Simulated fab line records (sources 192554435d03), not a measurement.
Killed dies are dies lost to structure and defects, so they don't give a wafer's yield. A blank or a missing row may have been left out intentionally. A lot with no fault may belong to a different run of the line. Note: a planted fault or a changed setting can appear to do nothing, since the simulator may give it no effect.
Chamber matching -- flow n5Finfet -- N5_STI_FIN_REVEAL_STRIP_24 on rieDiel-02: 4 sister chambers
The step strips in N2/H2, time 90 s. 14 wafers are shown with their chamber, then 7 later ones without.

== WAFERS PAIRED WITH THEIR CHAMBERS ==
wafer,chamber,showerheadPlenumPTorr (Torr),drypumpMotorCurrentA (A),throttleValvePct (%)
L076.2,3,3.37,5.1,12.74
L076.4,0,3.33,5.2,12.35
L076.6,3,3.37,5.1,12.73
L079.1,1,3.51,5.5,12.44
L079.4,3,3.37,5.1,12.73
L079.6,3,3.37,5.1,12.74
L081.1,3,3.37,5.1,12.75
L081.4,0,3.33,5.2,12.37
L081.6,0,3.33,5.3,12.37
L082.1,1,3.51,5.5,12.46
L082.4,0,3.33,5.3,12.37
L082.6,2,3.43,6.5,12.20
L083.1,3,3.36,5.1,12.77
L083.2,2,3.43,6.5,12.21

SIGNATURES (means of the wafers above)
reading,chamber 0,chamber 1,chamber 2,chamber 3,scatter within a chamber
showerheadPlenumPTorr,3.3300,3.5100,3.4300,3.3683,0.00289
drypumpMotorCurrentA,5.250,5.500,6.500,5.100,0.0316
throttleValvePct,12.3650,12.4500,12.2050,12.7433,0.013
Rule: distance of a wafer from a chamber = root of the sum over the readings of ((wafer's reading minus chamber's mean) / reading's scatter) squared. The wafer belongs to the nearest chamber; if the next one is less than 2 further off, it can't be placed. The scatter is the square root of a quotient: the sum, over the shown wafers, of each reading's squared deviation from its chamber's mean, divided by wafers minus chambers.

== WAFERS MISSING THEIR CHAMBER ==
wafer,showerheadPlenumPTorr (Torr),drypumpMotorCurrentA (A),throttleValvePct (%)
L083.4,3.37,5.1,12.76
L089.2,3.50,5.5,12.50
L089.3,3.36,5.1,12.78
L089.6,3.36,5.1,12.80
L093.1,3.42,6.5,12.26
L093.4,3.32,5.3,11.82
L093.5,3.42,6.5,12.25

== EACH ONE'S CHAMBER ==
wafer,from the rows above,in truth
L083.4,3,3
L089.2,1,1
L089.3,3,3
L089.6,3,3
L093.1,2,2
L093.4,0,0
L093.5,2,2
Correctly placed: 7 of 7. Not placeable from these rows: 0. Wrongly placed: 0.
